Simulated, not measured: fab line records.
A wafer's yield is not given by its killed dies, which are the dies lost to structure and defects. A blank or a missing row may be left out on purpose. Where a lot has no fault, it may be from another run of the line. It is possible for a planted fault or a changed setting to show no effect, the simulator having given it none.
Chamber matching + flow nand harc + NHARC_P_BONDPAD_DESCUM_11 on rie diel-11: 4 sister chambers
The step chemistry O2, time 3 s. 24 wafers are shown with their chamber, then 12 later ones without.

EACH WAFER AND ITS CHAMBER
| wafer  | chamber | oes product au (a.u.) | rf vpp V (V) | throttle valve pct (%) |
|--------|---------|-----------------------|--------------|------------------------|
| L075.1 | 3       | 1.004                 | 58.5         | 11.311                 |
| L075.2 | 0       | 1.008                 | 59.6         | 11.319                 |
| L075.3 | 2       | 1.003                 | 57.8         | 11.312                 |
| L075.4 | 1       | 1.002                 | 56.4         | 11.321                 |
| L075.5 | 3       | 0.997                 | 59.0         | 11.307                 |
| L075.6 | 0       | 1.003                 | 57.4         | 11.293                 |
| L076.1 | 0       | 1.000                 | 58.9         | 11.326                 |
| L076.2 | 1       | 0.986                 | 57.9         | 11.296                 |
| L076.3 | 2       | 0.977                 | 57.5         | 11.323                 |
| L079.1 | 0       | 1.004                 | 56.2         | 11.320                 |
| L079.5 | 3       | 0.995                 | 58.2         | 11.320                 |
| L079.6 | 2       | 0.994                 | 58.4         | 11.321                 |
| L082.1 | 0       | 1.007                 | 58.1         | 11.306                 |
| L082.2 | 1       | 0.993                 | 59.5         | 11.316                 |
| L082.6 | 1       | 1.000                 | 57.6         | 11.308                 |
| L083.1 | 1       | 0.999                 | 58.8         | 11.305                 |
| L083.2 | 2       | 1.003                 | 57.2         | 11.304                 |
| L083.6 | 0       | 0.991                 | 57.4         | 11.324                 |
| L087.1 | 3       | 0.995                 | 58.1         | 11.312                 |
| L087.3 | 2       | 0.984                 | 56.3         | 11.318                 |
| L087.4 | 0       | 1.010                 | 56.4         | 11.300                 |
| L088.1 | 0       | 1.001                 | 60.3         | 11.313                 |
| L088.3 | 3       | 0.981                 | 58.2         | 11.316                 |
| L088.4 | 0       | 1.001                 | 58.3         | 11.312                 |

SIGNATURES, as means of the wafers listed above
| reading            | chamber 0 | chamber 1 | chamber 2 | chamber 3 | scatter within a chamber |
|--------------------|-----------|-----------|-----------|-----------|--------------------------|
| oes product au     | 1.00278   | 0.99600   | 0.99220   | 0.99440   | 0.00786                  |
| rf vpp V           | 58.067    | 58.040    | 57.440    | 58.400    | 1.09                     |
| throttle valve pct | 11.31256  | 11.30920  | 11.31560  | 11.31320  | 0.00924                  |
Rule: a wafer lies at a distance from a chamber equal to the root of the sum of squares, over the readings, of (its reading less the chamber's mean, divided by the reading's scatter). If the next closest chamber is less than 2 further off than the closest, the wafer can't be placed; otherwise it belongs to the closest. The scatter: the root of (the sum of the squares of (reading less its chamber's mean) over the shown wafers, divided by (wafers less chambers)).

WAFERS WHOSE CHAMBER IS MISSING
| wafer  | oes product au (a.u.) | rf vpp V (V) | throttle valve pct (%) |
|--------|-----------------------|--------------|------------------------|
| L090.1 | 0.978                 | 57.2         | 11.302                 |
| L090.3 | 0.989                 | 56.7         | 11.302                 |
| L090.4 | 1.003                 | 57.8         | 11.294                 |
| L092.1 | 0.991                 | 59.3         | 11.304                 |
| L092.2 | 0.994                 | 57.7         | 11.288                 |
| L092.5 | 0.986                 | 59.0         | 11.314                 |
| L094.1 | 1.001                 | 58.6         | 11.300                 |
| L094.2 | 0.990                 | 58.2         | 11.314                 |
| L094.5 | 1.006                 | 58.4         | 11.305                 |
| L096.2 | 0.988                 | 58.5         | 11.321                 |
| L096.3 | 0.993                 | 57.9         | 11.311                 |
| L096.4 | 0.991                 | 58.4         | 11.317                 |

WHICH CHAMBER EACH ONE RAN IN
| wafer  | from the rows above               | in truth |
|--------|-----------------------------------|----------|
| L090.1 | can't be placed: 2 or 1 or 3 or 0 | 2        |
| L090.3 | can't be placed: 2 or 1 or 3 or 0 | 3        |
| L090.4 | can't be placed: 1 or 0 or 3 or 2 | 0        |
| L092.1 | can't be placed: 3 or 1 or 0 or 2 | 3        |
| L092.2 | can't be placed: 1 or 3 or 0 or 2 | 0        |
| L092.5 | can't be placed: 3 or 1 or 2 or 0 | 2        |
| L094.1 | can't be placed: 1 or 0 or 3 or 2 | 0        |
| L094.2 | can't be placed: 3 or 2 or 1 or 0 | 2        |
| L094.5 | can't be placed: 0 or 1 or 3 or 2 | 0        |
| L096.2 | can't be placed: 3 or 2 or 1 or 0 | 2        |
| L096.3 | can't be placed: 1 or 3 or 2 or 0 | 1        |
| L096.4 | can't be placed: 3 or 2 or 1 or 0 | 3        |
Placed correctly: 0 of 12. Not placeable from these rows: 12 (in 12, the candidates include the true chamber). 0 placed wrongly.
